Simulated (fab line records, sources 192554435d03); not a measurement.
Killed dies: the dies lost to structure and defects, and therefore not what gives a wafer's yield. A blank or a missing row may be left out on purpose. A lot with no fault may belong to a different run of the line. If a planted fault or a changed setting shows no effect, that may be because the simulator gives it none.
The tool behind it: which one? -- flow n5_finfet -- Sampling: 24 lots, 72 wafers, 2 of 1938 route steps

## WHAT THE GAUGES READ, wafer by wafer
N5_DUMMY_GATE_CD_MEAS_15: the cd target is 25.8 nm.
lot,measured,on,cd_nm (nm)
L074,day 2 23:19,cd_sem-03,25.23 24.78 25.01
L075,day 3 06:05,cd_sem-01,25.34 24.69 25.08
L076,day 3 11:11,cd_sem-03,24.55 24.93 24.56
L077,day 3 18:35,cd_sem-03,25.00 25.41 24.83
L078,day 3 21:12,cd_sem-01,25.03 25.33 25.08
L079,day 4 03:35,cd_sem-02,24.83 24.84 25.20
L080,day 4 09:43,cd_sem-03,25.38 24.82 24.82
L081,day 4 15:56,cd_sem-03,25.14 24.64 25.21
L082,day 5 00:55,cd_sem-02,24.82 24.87 24.99
L083,day 5 03:18,cd_sem-03,25.00 25.01 24.79
L084,day 5 12:11,cd_sem-02,25.02 25.10 25.06
L085,day 5 17:12,cd_sem-01,24.74 25.03 25.01
L086,day 6 01:32,cd_sem-03,24.71 24.48 24.79
L087,day 6 04:32,cd_sem-03,24.91 25.01 25.30
L088,day 6 12:56,cd_sem-01,25.01 25.05 25.11
L089,day 6 15:37,cd_sem-01,24.81 25.28 25.01
L090,day 6 22:43,cd_sem-02,24.78 24.83 24.93
L091,day 7 06:22,cd_sem-03,24.94 25.22 25.04
L092,day 7 09:43,cd_sem-01,24.68 24.64 25.27
L093,day 7 18:34,cd_sem-03,24.93 24.98 25.06
L094,day 7 21:55,cd_sem-02,25.20 24.93 25.14
L095,day 8 03:47,cd_sem-01,25.16 25.35 24.97
L096,day 8 09:36,cd_sem-02,25.05 25.23 24.87
L097,day 8 18:53,cd_sem-03,24.85 24.80 24.85

N5_DUMMY_GATE_OVL_MEAS_16.
lot,measured,on,GATE_OVL (nm)
L074,day 2 23:21,overlay-01,0.0 0.3 0.7
L075,day 3 06:08,overlay-02,-1.2 -0.9 -0.4
L076,day 3 11:13,overlay-02,-0.4 -0.5 -0.4
L077,day 3 18:38,overlay-02,0.3 -0.5 -0.3
L078,day 3 21:15,overlay-01,-0.8 -0.1 -0.6
L079,day 4 03:38,overlay-02,0.9 1.2 1.1
L080,day 4 09:45,overlay-02,-0.2 -0.1 0.2
L081,day 4 15:59,overlay-02,0.0 -1.3 -0.4
L082,day 5 00:58,overlay-01,0.5 -0.6 1.1
L083,day 5 03:20,overlay-02,-0.8 -0.1 -0.6
L084,day 5 12:13,overlay-01,-1.5 -0.5 -1.0
L085,day 5 17:14,overlay-01,-0.1 -0.5 -0.8
L086,day 6 01:34,overlay-01,0.0 -0.3 -0.3
L087,day 6 04:35,overlay-02,-1.4 -1.0 -1.5
L088,day 6 12:59,overlay-01,-0.7 -1.4 -1.7
L089,day 6 15:40,overlay-01,-0.8 0.1 -1.1
L090,day 6 22:46,overlay-01,-1.8 -1.0 -1.0
L091,day 7 06:25,overlay-02,-0.7 0.1 -0.5
L092,day 7 09:46,overlay-01,0.2 0.7 0.2
L093,day 7 18:36,overlay-02,-1.6 -2.0 -1.6
L094,day 7 21:58,overlay-01,1.1 0.4 0.8
L095,day 8 03:49,overlay-01,-0.7 0.1 0.1
L096,day 8 09:39,overlay-02,-0.1 0.2 0.2
L097,day 8 18:56,overlay-02,-0.9 -0.3 -1.3

## WHICH TOOL RAN EACH LOT (tool, then ch and the chambers of the sampled wafers, then the start)
There is no process step in the record ahead of these readings.

## AS READ BY THE TOOLS THEMSELVES (means over the sampled wafers that have a number; for cases with no such wafer, the mark the record gives instead)
The record holds no such reading with a usual standard deviation.

## THE ANSWER, worked out from the rows above alone
Rule: what is usual is taken from the lots themselves. The widest of any qualifying gaps counts: lots, ordered by their means at a reading, are off when they make up no more than a third of the lots, leave a main group of 4 or more, and stand apart from it by 3 or more times the standard deviation of that group's means. A main group is skipped when, at the precision printed for the reading in the tables above, its means are all equal. A lot without any number at a reading at which 4 lots or more have one is off too. Where the step has rows for the other lots, those lots are counted as sound. First the gauges in route order, then the tools' own readings, where a lot's mean is used as printed above. The first step at which some lot is off is used, and at that step the reading that is off furthest; a lot without a number counts as furthest.
No lot is off at any reading shown: from this, nothing can be told.

## WHAT THE SIMULATOR HAD PUT IN
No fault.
